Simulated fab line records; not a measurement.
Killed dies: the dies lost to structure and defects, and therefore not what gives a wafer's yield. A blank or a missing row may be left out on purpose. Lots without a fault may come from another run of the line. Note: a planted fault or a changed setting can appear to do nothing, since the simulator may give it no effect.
Matching of chambers | flow n5 finfet | 4 sister chambers for N5_MOL_CONTACT_COAG_ETCH_48 on rie diel-06
The step etches SiOC in C4F6/O2, target depth 15 nm, overetch 4.5 nm, time 17 s. 22 wafers are shown with their chamber, then 11 later ones without.

## WAFERS PAIRED WITH THEIR CHAMBERS
wafer  | chamber | throttle valve pct (%) | drypump motor current A (A) | rf vpp V (V)
L074.1 | 2       | 41.0                   | 6.9                         | 1602
L074.4 | 0       | 40.6                   | 5.8                         | 1586
L074.5 | 2       | 41.0                   | 6.9                         | 1602
L079.2 | 3       | 40.6                   | 5.4                         | 1603
L079.4 | 1       | 41.1                   | 5.8                         | 1577
L079.6 | 2       | 41.0                   | 6.8                         | 1601
L080.1 | 1       | 41.1                   | 5.8                         | 1578
L080.2 | 2       | 41.0                   | 6.9                         | 1602
L080.5 | 3       | 40.6                   | 5.4                         | 1601
L081.1 | 3       | 40.6                   | 5.4                         | 1601
L081.2 | 2       | 41.0                   | 6.9                         | 1601
L081.5 | 2       | 41.0                   | 6.9                         | 1602
L085.2 | 2       | 41.1                   | 6.8                         | 1602
L085.5 | 1       | 41.1                   | 5.8                         | 1577
L085.6 | 2       | 41.1                   | 6.8                         | 1602
L087.3 | 2       | 41.0                   | 6.8                         | 1601
L087.5 | 3       | 40.6                   | 5.4                         | 1600
L087.6 | 2       | 41.0                   | 6.9                         | 1601
L090.1 | 1       | 41.1                   | 5.8                         | 1577
L090.4 | 3       | 40.6                   | 5.4                         | 1601
L090.5 | 3       | 40.6                   | 5.4                         | 1601
L093.1 | 0       | 40.6                   | 5.7                         | 1585

SIGNATURES (means of the wafers above)
reading                 | chamber 0 | chamber 1 | chamber 2 | chamber 3 | scatter within a chamber
throttle valve pct      | 40.600    | 41.100    | 41.020    | 40.600    | 0.0298
drypump motor current A | 5.750     | 5.800     | 6.860     | 5.400     | 0.0401
rf vpp V                | 1585.50   | 1577.25   | 1601.60   | 1601.17   | 0.687
Rule: a wafer lies at a distance from a chamber equal to the root of the sum of squares, over the readings, of (its reading less the chamber's mean, divided by the reading's scatter). The wafer belongs to the nearest chamber; if the next one is less than 2 further off, it can't be placed. The scatter: take each reading less its chamber's mean, square it, sum over the shown wafers, divide by the number of wafers less the number of chambers, and take the root.

## WAFERS WHOSE CHAMBER IS MISSING
wafer  | throttle valve pct (%) | drypump motor current A (A) | rf vpp V (V)
L093.4 | 41.1                   | 5.8                         | 1578
L093.6 | 40.6                   | 5.8                         | 1583
L094.1 | 40.6                   | 5.5                         | 1601
L094.5 | 40.6                   | 5.8                         | 1584
L094.6 | 40.6                   | 5.4                         | 1599
L095.3 | 41.1                   | 5.8                         | 1577
L095.5 | 40.6                   | 5.4                         | 1599
L095.6 | 41.1                   | 6.9                         | 1601
L096.1 | 41.1                   | 6.8                         | 1602
L096.3 | 41.1                   | 5.8                         | 1577
L096.5 | 40.6                   | 5.4                         | 1601

## CHAMBER TAKEN BY EACH
wafer  | from the rows above | in truth
L093.4 | 1                   | 1
L093.6 | 0                   | 0
L094.1 | 3                   | 3
L094.5 | 0                   | 0
L094.6 | 3                   | 3
L095.3 | 1                   | 1
L095.5 | 3                   | 3
L095.6 | 2                   | 2
L096.1 | 2                   | 2
L096.3 | 1                   | 1
L096.5 | 3                   | 3
11 of 11 placed correctly. From these rows, 0 cannot be placed. 0 placed wrongly.
